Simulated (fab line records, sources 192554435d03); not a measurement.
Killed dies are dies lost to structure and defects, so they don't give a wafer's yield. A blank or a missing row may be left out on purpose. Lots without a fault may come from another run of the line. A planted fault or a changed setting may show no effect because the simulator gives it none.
Split-lot experiment | flow n5_finfet | 7 lots, 21 wafers read, on a route of 1938 steps

THE SPLIT
At N5_BEOL_M4_COAT_62 (time 60 s, resist thk 12 nm), the setting spin_rpm was moved away from the recipe's 1500 rpm on 4 of the 21 wafers read, by -7.6% to +9.5%. The other wafers ran this setting at the recipe's value.

FROM THE SPLIT TO THE READING: what the file shows between them, 2 steps
- N5_BEOL_M4_DESCUM_16: chemistry O2, time 7 s (also split here: time_s)
- N5_BEOL_M4_ETCH_74: etches underlayer in N2/H2, target depth 6.5 nm, time 5.2 s

THE READING
etch.depth_nm (the simulator's own value, which no gauge read), in nm, at N5_BEOL_M4_ETCH_63 (etches SiARC in CF4, target depth 15.6 nm, time 26 s). The file gives no usual value for it. The 17 wafers here that ran the recipe average 12.00 nm, standard deviation 0.039 nm.

wafer  | tool, chamber at the split | spin_rpm as run, rpm | against the recipe | etch.depth_nm, nm | against lot-mates on the recipe
L078.2 | litho_track-03, 0          | 1500                 | recipe             | 11.93             | -
L078.5 | litho_track-03, 0          | 1500                 | recipe             | 11.98             | -
L078.6 | litho_track-03, 0          | 1386                 | -7.6%              | 12.45             | +0.49
L081.1 | litho_track-03, 0          | 1500                 | recipe             | 11.94             | -
L081.3 | litho_track-03, 0          | 1420                 | -5.3%              | 12.27             | +0.34
L081.4 | litho_track-03, 0          | 1500                 | recipe             | 11.93             | -
L080.2 | litho_track-03, 0          | 1500                 | recipe             | 12.01             | -
L080.4 | litho_track-03, 0          | 1500                 | recipe             | 12                | -
L080.5 | litho_track-03, 0          | 1500                 | recipe             | 12.03             | -
L082.1 | litho_track-03, 0          | 1500                 | recipe             | 12.06             | -
L082.3 | litho_track-03, 0          | 1500                 | recipe             | 12                | -
L082.4 | litho_track-03, 0          | 1500                 | recipe             | 12.03             | -
L084.1 | litho_track-02, 0          | 1643                 | +9.5%              | 11.45             | -0.56
L084.2 | litho_track-02, 0          | 1500                 | recipe             | 12.01             | -
L084.5 | litho_track-02, 0          | 1643                 | +9.5%              | 11.52             | -0.49
L093.3 | litho_track-01, 0          | 1500                 | recipe             | 11.98             | -
L093.4 | litho_track-01, 0          | 1500                 | recipe             | 12.03             | -
L093.5 | litho_track-01, 0          | 1500                 | recipe             | 12.02             | -
L094.2 | litho_track-03, 0          | 1500                 | recipe             | 12.04             | -
L094.3 | litho_track-03, 0          | 1500                 | recipe             | 12.06             | -
L094.4 | litho_track-03, 0          | 1500                 | recipe             | 12.02             | -

THE FIT
A straight line over all 21 wafers: etch.depth_nm changes by -0.0549 nm for each +1% of spin_rpm; r = -0.98; the points scatter about the line by 0.04 nm.
The same after taking each lot's own level away (the mean of its wafers on the recipe; 21 wafers): -0.0582 nm for each +1%; r = -0.99; scatter 0.026 nm.
On that fit, the largest move of spin_rpm shifts the reading by 0.55 nm.
The lots' own levels span 11.935 to 12.040 nm, that is 2.7 times the standard deviation above.
So the lot-to-lot level changes the slope little: the two slopes agree.
Check: with one of the wafers moved furthest among these (+9.5%) left out of the fit, the line predicts -0.542 nm for it against its lot-mates. It came out at -0.56 nm against them.

OTHER SPLITS ON THESE WAFERS
These wafers also went through other splits before the reading. Each is held against what the fit with the lots' levels taken away leaves over:
other split on the same wafers       | wafers away from the commonest value | r with etch.depth_nm (lot level and that fit taken away)
N5_BEOL_M0_SAQP_PECVD_04 time_s      | 9                                    | +0.01
N5_BEOL_M0_SAQP_CUT_ETCH_46 source_w | 12                                   | +0.15
N5_BEOL_M2_COAT_22 spin_rpm          | 3                                    | +0.20
N5_BEOL_M2_DESCUM_33 time_s          | 6                                    | -0.16
N5_BEOL_M3_COAT_05 spin_rpm          | 5                                    | -0.07
N5_BEOL_M4_DESCUM_16 time_s          | 6                                    | +0.32

THE WHOLE CHAIN: every reading that the file lists as answering this split, in the file's order
step               | what it does                                         | reading                                                                          | change (the file's fit)                | r (the file's)
N5_BEOL_M4_COAT_62 | time 60 s, resist thk 12 nm                          | SiARC_of_BEOL_M4_COAT_62.thk_nm (the simulator's own value, which no gauge read) | -0.0501 nm for each +1% of the setting | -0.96
N5_BEOL_M4_ETCH_63 | etches SiARC in CF4, target depth 15.6 nm, time 26 s | etch.depth_nm (the simulator's own value, which no gauge read)                   | -0.0595 nm for each +1% of the setting | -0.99

THE FILE'S OWN FIT
etch.depth_nm changes by -0.0595 nm for each +1% of spin_rpm, r = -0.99.
